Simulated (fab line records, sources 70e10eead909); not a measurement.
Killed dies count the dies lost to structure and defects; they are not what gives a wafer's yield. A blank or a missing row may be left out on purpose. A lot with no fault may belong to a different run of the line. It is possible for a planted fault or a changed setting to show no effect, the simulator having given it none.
Which tool was responsible? + flow nandHarc + 24 lots with 72 wafers sampled at 4 steps, on a route of 1302 steps

## WHAT THE GAUGES READ, wafer by wafer
NHARC_A_SLIT_INSPECT_11.
| lot  | measured     | on               | rawDefectCount |
|------|--------------|------------------|----------------|
| L077 | day 20 17:35 | defectInspect-02 | 72 73 78       |
| L074 | day 20 18:10 | defectInspect-02 | 53 63 75       |
| L075 | day 20 23:40 | defectInspect-01 | 62 63 71       |
| L076 | day 21 05:26 | defectInspect-01 | 61 56 77       |
| L079 | day 21 20:01 | defectInspect-02 | 81 89 65       |
| L078 | day 21 20:12 | defectInspect-02 | 63 48 71       |
| L080 | day 22 04:27 | defectInspect-01 | 102 119 108    |
| L081 | day 22 04:36 | defectInspect-01 | 19 30 28       |
| L082 | day 23 16:19 | defectInspect-02 | 79 93 68       |
| L084 | day 24 05:37 | defectInspect-01 | 84 70 80       |
| L083 | day 24 07:01 | defectInspect-02 | 10 10 10       |
| L085 | day 24 09:28 | defectInspect-01 | 10 19 13       |
| L086 | day 24 20:00 | defectInspect-01 | 61 48 70       |
| L087 | day 25 02:35 | defectInspect-01 | 22 13 15       |
| L088 | day 25 22:07 | defectInspect-01 | 97 89 83       |
| L089 | day 25 22:09 | defectInspect-02 | 58 60 52       |
| L090 | day 27 04:32 | defectInspect-01 | 45 46 62       |
| L092 | day 27 17:56 | defectInspect-01 | 95 90 99       |
| L091 | day 27 18:05 | defectInspect-02 | 22 30 24       |
| L094 | day 27 22:12 | defectInspect-01 | 36 31 24       |
| L093 | day 27 22:22 | defectInspect-01 | 66 64 60       |
| L095 | day 29 02:45 | defectInspect-01 | 34 26 24       |
| L097 | day 29 06:28 | defectInspect-02 | 74 89 86       |
| L096 | day 29 17:20 | defectInspect-01 | 91 79 76       |

NHARC_A_SLIT_CD_MEAS_21.
| lot  | measured     | on       | cdNm (nm)         |
|------|--------------|----------|-------------------|
| L077 | day 20 23:55 | cdSem-01 | 289.6 289.3 290.3 |
| L074 | day 21 03:27 | cdSem-03 | 290.3 290.5 290.3 |
| L075 | day 21 07:55 | cdSem-02 | 289.3 288.9 288.9 |
| L076 | day 21 15:37 | cdSem-01 | 291.1 291.6 290.5 |
| L079 | day 22 02:21 | cdSem-01 | 290.5 290.1 290.5 |
| L078 | day 22 02:44 | cdSem-03 | 290.0 290.6 290.6 |
| L080 | day 22 10:52 | cdSem-01 | 288.8 289.8 287.9 |
| L081 | day 22 14:13 | cdSem-01 | 291.4 291.3 289.5 |
| L082 | day 23 22:43 | cdSem-02 | 289.0 289.4 288.6 |
| L084 | day 24 11:58 | cdSem-01 | 290.2 290.3 288.9 |
| L083 | day 24 13:49 | cdSem-01 | 288.5 290.2 290.6 |
| L085 | day 24 15:49 | cdSem-02 | 289.7 289.4 290.5 |
| L086 | day 25 02:47 | cdSem-03 | 288.6 289.1 289.2 |
| L087 | day 25 09:04 | cdSem-03 | 289.5 288.4 289.4 |
| L088 | day 26 04:31 | cdSem-01 | 290.6 289.9 290.2 |
| L089 | day 26 04:28 | cdSem-03 | 288.7 289.1 289.0 |
| L090 | day 27 10:51 | cdSem-01 | 288.2 288.2 286.8 |
| L092 | day 28 00:21 | cdSem-02 | 291.1 290.1 290.9 |
| L091 | day 28 00:35 | cdSem-01 | 289.3 289.5 290.3 |
| L094 | day 28 04:36 | cdSem-01 | 290.2 290.2 290.3 |
| L093 | day 28 04:44 | cdSem-03 | 289.2 289.5 289.5 |
| L095 | day 29 09:05 | cdSem-03 | 286.7 288.5 287.1 |
| L097 | day 29 12:50 | cdSem-02 | 289.3 289.7 289.9 |
| L096 | day 30 02:43 | cdSem-03 | 289.0 290.2 289.4 |

NHARC_A_CONTACT_OVL_MEAS_43.
| lot  | measured     | on         | overlayXNm (nm) | overlayYNm (nm) |
|------|--------------|------------|-----------------|-----------------|
| L077 | day 22 08:48 | overlay-01 | 0.7 0.8 0.8     | 0.3 -0.3 -0.4   |
| L074 | day 22 11:16 | overlay-01 | 0.5 0.0 0.6     | -0.6 -1.3 -1.2  |
| L075 | day 22 15:32 | overlay-01 | -0.7 -0.6 -0.6  | 0.8 0.3 1.0     |
| L076 | day 22 23:19 | overlay-02 | -0.5 -0.8 -0.3  | -0.2 0.0 -0.3   |
| L079 | day 23 10:23 | overlay-02 | 0.5 0.7 0.1     | 1.1 1.0 1.2     |
| L078 | day 23 10:13 | overlay-01 | 0.0 0.0 -0.3    | -0.4 -0.2 0.0   |
| L080 | day 23 23:42 | overlay-01 | 0.8 0.3 0.1     | 0.6 0.5 0.8     |
| L081 | day 23 23:00 | overlay-01 | -1.1 -2.0 -1.4  | -0.2 0.5 -0.3   |
| L082 | day 25 08:09 | overlay-01 | -0.8 -0.9 -1.3  | 0.8 0.9 0.8     |
| L084 | day 25 18:17 | overlay-02 | -0.6 -0.5 -1.0  | -0.3 0.2 -0.4   |
| L083 | day 25 18:35 | overlay-02 | -0.2 -0.6 -0.1  | -1.1 -0.1 -0.3  |
| L085 | day 26 04:17 | overlay-01 | -0.6 -1.1 -0.7  | 0.8 0.4 1.1     |
| L086 | day 26 12:41 | overlay-01 | 0.4 0.3 -0.3    | 0.8 0.5 0.1     |
| L087 | day 26 15:33 | overlay-02 | -0.4 -0.4 -0.7  | 0.9 0.6 0.3     |
| L088 | day 27 12:26 | overlay-02 | 0.9 0.9 1.0     | 0.1 -0.1 0.2    |
| L089 | day 27 12:14 | overlay-01 | 0.0 0.2 0.0     | -0.2 0.0 0.3    |
| L090 | day 28 23:01 | overlay-02 | 0.8 1.0 1.3     | 0.4 0.2 -0.1    |
| L092 | day 29 07:38 | overlay-01 | 0.0 0.6 0.3     | -2.0 -1.9 -1.5  |
| L091 | day 29 10:48 | overlay-02 | -0.8 -1.5 -0.9  | 0.6 0.9 1.0     |
| L094 | day 29 15:02 | overlay-02 | 0.0 0.2 0.1     | 1.7 0.9 1.3     |
| L093 | day 29 13:41 | overlay-01 | 1.0 0.1 0.9     | 1.3 1.0 1.0     |
| L095 | day 30 17:23 | overlay-02 | -1.0 -0.5 -0.3  | -0.9 -1.2 -0.5  |
| L097 | day 30 22:08 | overlay-02 | -0.4 -0.9 -0.6  | 1.2 1.2 1.3     |
| L096 | day 31 10:14 | overlay-01 | 0.6 1.1 0.7     | 0.7 0.6 0.4     |

## WHAT TOOL EACH LOT RAN ON (gives the tool, then ch and the chambers of the sampled wafers, and finally the start)
| lot  | NHARC_A_SLIT_ETCH_29              |
|------|-----------------------------------|
| L077 | rieDiel-05 ch 1,2, day 20 23:22   |
| L074 | rieDiel-05 ch 1,3, day 21 02:55   |
| L075 | rieDiel-05 ch 0,1,2, day 21 07:22 |
| L076 | rieDiel-05 ch 0,1, day 21 15:04   |
| L079 | rieDiel-12 ch 0,3, day 22 01:49   |
| L078 | rieDiel-06 ch 2,3, day 22 02:11   |
| L080 | rieDiel-12 ch 0,1,2, day 22 10:19 |
| L081 | rieDiel-05 ch 2,3, day 22 13:40   |
| L082 | rieDiel-05 ch 1,2,3, day 23 22:10 |
| L084 | rieDiel-06 ch 0,1,3, day 24 11:26 |
| L083 | rieDiel-06 ch 0,1,2, day 24 13:18 |
| L085 | rieDiel-05 ch 0,1,2, day 24 15:17 |
| L086 | rieDiel-06 ch 1,2, day 25 02:16   |
| L087 | rieDiel-06 ch 2,3, day 25 08:28   |
| L088 | rieDiel-05 ch 0,1,2, day 26 03:57 |
| L089 | rieDiel-12 ch 2,3, day 26 03:55   |
| L090 | rieDiel-12 ch 0,3, day 27 10:19   |
| L092 | rieDiel-05 ch 1,2,3, day 27 23:49 |
| L091 | rieDiel-06 ch 0,1,3, day 28 00:02 |
| L094 | rieDiel-06 ch 0,1,3, day 28 04:04 |
| L093 | rieDiel-12 ch 1,2,3, day 28 04:12 |
| L095 | rieDiel-12 ch 1,2,3, day 29 08:33 |
| L097 | rieDiel-06 ch 0,3, day 29 12:18   |
| L096 | rieDiel-12 ch 0,1,2, day 30 02:08 |
- NHARC_A_SLIT_ETCH_29: etches the open film in CF4/O2, target depth 100 nm, overetch 10 nm, time 55 s.

## AS READ BY THE TOOLS THEMSELVES (means over the sampled wafers that have a number; for cases with no such wafer, the mark the record gives instead)
NHARC_A_SLIT_ETCH_29.
| lot  | tool       | drypumpMotorCurrentA (A) | oesProductAu (a.u.) | rfVppV (V) | showerheadPlenumPTorr (Torr) | throttleValvePct (%) |
|------|------------|--------------------------|---------------------|------------|------------------------------|----------------------|
| L077 | rieDiel-05 | 5.6                      | 0.995               | 197.4      | 1.31                         | 13.391               |
| L074 | rieDiel-05 | 6.3                      | 1.017               | 198.8      | 1.40                         | 13.399               |
| L075 | rieDiel-05 | 5.8                      | 1.006               | 197.9      | 1.32                         | 13.401               |
| L076 | rieDiel-05 | 6.1                      | 1.010               | 197.7      | 1.33                         | 13.400               |
| L079 | rieDiel-12 | 6.1                      | 0.998               | 199.4      | 1.41                         | 13.397               |
| L078 | rieDiel-06 | 5.6                      | 1.011               | 197.1      | 1.30                         | 13.390               |
| L080 | rieDiel-12 | 5.9                      | 1.004               | 197.5      | 1.34                         | 13.385               |
| L081 | rieDiel-05 | 6.2                      | 1.007               | 198.2      | 1.38                         | 13.401               |
| L082 | rieDiel-05 | 6.0                      | 1.007               | 198.6      | 1.35                         | 13.397               |
| L084 | rieDiel-06 | 5.4                      | 0.999               | 197.8      | 1.37                         | 13.393               |
| L083 | rieDiel-06 | 5.4                      | 1.002               | 197.5      | 1.32                         | 13.404               |
| L085 | rieDiel-05 | 5.8                      | 0.998               | 197.3      | 1.32                         | 13.394               |
| L086 | rieDiel-06 | 5.4                      | 1.002               | 196.9      | 1.28                         | 13.401               |
| L087 | rieDiel-06 | 5.6                      | 0.998               | 196.8      | 1.30                         | 13.398               |
| L088 | rieDiel-05 | 5.8                      | 1.016               | 197.7      | 1.32                         | 13.399               |
| L089 | rieDiel-12 | 6.1                      | 1.001               | 196.9      | 1.30                         | 13.395               |
| L090 | rieDiel-12 | 6.3                      | 1.007               | 199.3      | 1.40                         | 13.396               |
| L092 | rieDiel-05 | 6.0                      | 1.008               | 198.2      | 1.35                         | 13.402               |
| L091 | rieDiel-06 | 5.4                      | 0.998               | 198.1      | 1.37                         | 13.390               |
| L094 | rieDiel-06 | 5.4                      | 1.005               | 198.4      | 1.37                         | 13.396               |
| L093 | rieDiel-12 | 6.1                      | 1.005               | 197.5      | 1.34                         | 13.404               |
| L095 | rieDiel-12 | 6.1                      | 1.000               | 197.6      | 1.34                         | 13.401               |
| L097 | rieDiel-06 | 5.6                      | 0.995               | 199.2      | 1.39                         | 13.399               |
| L096 | rieDiel-12 | 5.9                      | 0.997               | 198.0      | 1.34                         | 13.393               |

## THE ANSWER, worked out from the rows above alone
Rule: the lots themselves supply what counts as usual. Put in order of their means at a reading, lots are off if they are a third of the lots or fewer, leave a main group of 4 or more, and stand apart from it by a gap of 3 or more times the standard deviation of the main group's means; of several such gaps the widest counts. The tables above print the reading to a certain number of digits; a main group whose means all agree to those digits is not used. Also off: a lot with no number at a reading for which 4 or more lots have one. Any other lot the step has rows for is counted as sound. After the gauges, taken in route order, come the tools' own readings; for these a lot's mean is taken, as printed above. The first step at which some lot is off is used, and at that step the reading that is off furthest; a lot without a number counts as furthest.
No lot is off at any reading shown: from this, nothing can be told.

## WHAT HAD BEEN PUT IN BY THE SIMULATOR
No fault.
